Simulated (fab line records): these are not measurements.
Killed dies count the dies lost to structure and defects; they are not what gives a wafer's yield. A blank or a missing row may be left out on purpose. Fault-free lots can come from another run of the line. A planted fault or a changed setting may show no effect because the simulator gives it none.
Chamber matching + flow nandHarc + aldMetal-03 running NHARC_A_WL_FILL_ALD_19: 4 sister chambers
The step deposits TiN, target thk 2 nm, pulse time 3 s, ald cycles 100. 18 wafers are shown with their chamber, then 9 later ones without.

EACH WAFER AND ITS CHAMBER
| wafer  | chamber | heaterPowerW (W) | precursorPulseHeightRel |
|--------|---------|------------------|-------------------------|
| L075.1 | 3       | 998              | 0.996                   |
| L075.2 | 0       | 976              | 0.999                   |
| L075.5 | 0       | 979              | 1.010                   |
| L076.1 | 1       | 1249             | 1.005                   |
| L076.4 | 2       | 909              | 1.041                   |
| L076.6 | 3       | 1003             | 1.047                   |
| L077.4 | 3       | 1008             | 1.023                   |
| L077.5 | 3       | 996              | 0.998                   |
| L077.6 | 2       | 923              | 0.960                   |
| L079.2 | 2       | 938              | 1.003                   |
| L079.3 | 0       | 972              | 0.979                   |
| L079.6 | 2       | 956              | 0.993                   |
| L085.2 | 3       | 986              | 0.997                   |
| L085.3 | 2       | 861              | 1.047                   |
| L085.5 | 2       | 909              | 1.004                   |
| L091.2 | 1       | 1253             | 1.011                   |
| L091.5 | 0       | 954              | 1.012                   |
| L091.6 | 1       | 1245             | 0.994                   |

SIGNATURES (averages over the wafers above)
| reading                 | chamber 0 | chamber 1 | chamber 2 | chamber 3 | scatter within a chamber |
|-------------------------|-----------|-----------|-----------|-----------|--------------------------|
| heaterPowerW            | 970.25    | 1249.00   | 916.00    | 998.20    | 20.6                     |
| precursorPulseHeightRel | 1.00000   | 1.00333   | 1.00800   | 1.01220   | 0.024                    |
Rule: for each reading, subtract the chamber's mean from the wafer's reading, divide by that reading's scatter and square the result; add these up over the readings and take the root, which gives the wafer's distance from the chamber. The wafer belongs to the nearest chamber; if the next one is less than 2 further off, it can't be placed. How the scatter is found: for the shown wafers, subtract from each reading the mean of its chamber, square and add these, divide the total by (wafers less chambers), then take the root.

WAFERS WITH NO CHAMBER GIVEN
| wafer  | heaterPowerW (W) | precursorPulseHeightRel |
|--------|------------------|-------------------------|
| L092.1 | 1273             | 1.009                   |
| L092.4 | 991              | 0.979                   |
| L092.5 | 884              | 1.029                   |
| L095.3 | 1004             | 1.004                   |
| L095.4 | 871              | 0.989                   |
| L095.5 | 1251             | 1.005                   |
| L097.2 | 1007             | 1.024                   |
| L097.4 | 874              | 1.027                   |
| L097.6 | 980              | 1.020                   |

WHICH CHAMBER EACH ONE RAN IN
| wafer  | from the rows above     | in truth |
|--------|-------------------------|----------|
| L092.1 | 1                       | 1        |
| L092.4 | can't be placed: 0 or 3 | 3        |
| L092.5 | 2                       | 2        |
| L095.3 | can't be placed: 3 or 0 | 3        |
| L095.4 | 2                       | 2        |
| L095.5 | 1                       | 1        |
| L097.2 | can't be placed: 3 or 0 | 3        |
| L097.4 | 2                       | 2        |
| L097.6 | can't be placed: 3 or 0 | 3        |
Correctly placed: 5 of 9. Can't be placed from these rows: 4 (the true chamber is among the candidates in 4). Placed wrongly: 0.
